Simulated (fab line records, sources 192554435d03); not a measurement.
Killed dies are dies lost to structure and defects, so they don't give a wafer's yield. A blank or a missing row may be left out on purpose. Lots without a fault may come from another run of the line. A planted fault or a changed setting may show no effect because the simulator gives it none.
Which tool did it? | flow n5_finfet | 11 lots, 33 wafers sampled, at 1 step of a route of 1938

WHAT THE GAUGES READ, wafer by wafer
N5_BEOL_M12_THK_MEAS_01.
lot  | measured     | on            | M12_ILD_THK (nm)
L612 | day 10 19:22 | film_metro-02 | 660 653 669
L613 | day 10 21:39 | film_metro-02 | 660 666 663
L614 | day 11 11:14 | film_metro-02 | 641 652 662
L617 | day 11 19:47 | film_metro-02 | 663 654 657
L620 | day 13 05:16 | film_metro-02 | 660 674 662
L623 | day 13 22:53 | film_metro-02 | 653 638 651
L627 | day 14 08:23 | film_metro-02 | 639 652 662
L626 | day 14 12:07 | film_metro-02 | 645 645 667
L625 | day 14 15:13 | film_metro-01 | 654 669 669
L628 | day 15 04:55 | film_metro-02 | 648 661 664
L629 | day 17 04:23 | film_metro-01 | 661 678 666

WHICH TOOL RAN EACH LOT (tool, then ch and the chambers of the sampled wafers, then the start)
The record holds no process step before these readings.

WHAT THE TOOLS THEMSELVES READ (means of the sampled wafers that have a number; where no wafer has one, the mark that the record gives instead)
The record holds no such reading with a usual standard deviation.

THE ANSWER, worked out from the rows above alone
Rule: what is usual is taken from the lots themselves. Put in order of their means at a reading, lots are off if they are a third of the lots or fewer, leave a main group of 4 or more, and stand apart from it by a gap of 3 or more times the standard deviation of the main group's means; of several such gaps the widest counts. A main group whose means are all the same, to the digits that the tables above print for the reading, isn't used. A lot without any number at a reading at which 4 lots or more have one is off too. The other lots that the step has rows for count as sound. The gauges are gone through in route order, then the tools' own readings, and for those a lot's mean is taken as printed above. The first step at which some lot is off is used, and at that step the reading that is off furthest; a lot without a number counts as furthest.
No lot is off at any reading shown: from this, nothing can be told.

WHAT THE SIMULATOR HAD PUT IN
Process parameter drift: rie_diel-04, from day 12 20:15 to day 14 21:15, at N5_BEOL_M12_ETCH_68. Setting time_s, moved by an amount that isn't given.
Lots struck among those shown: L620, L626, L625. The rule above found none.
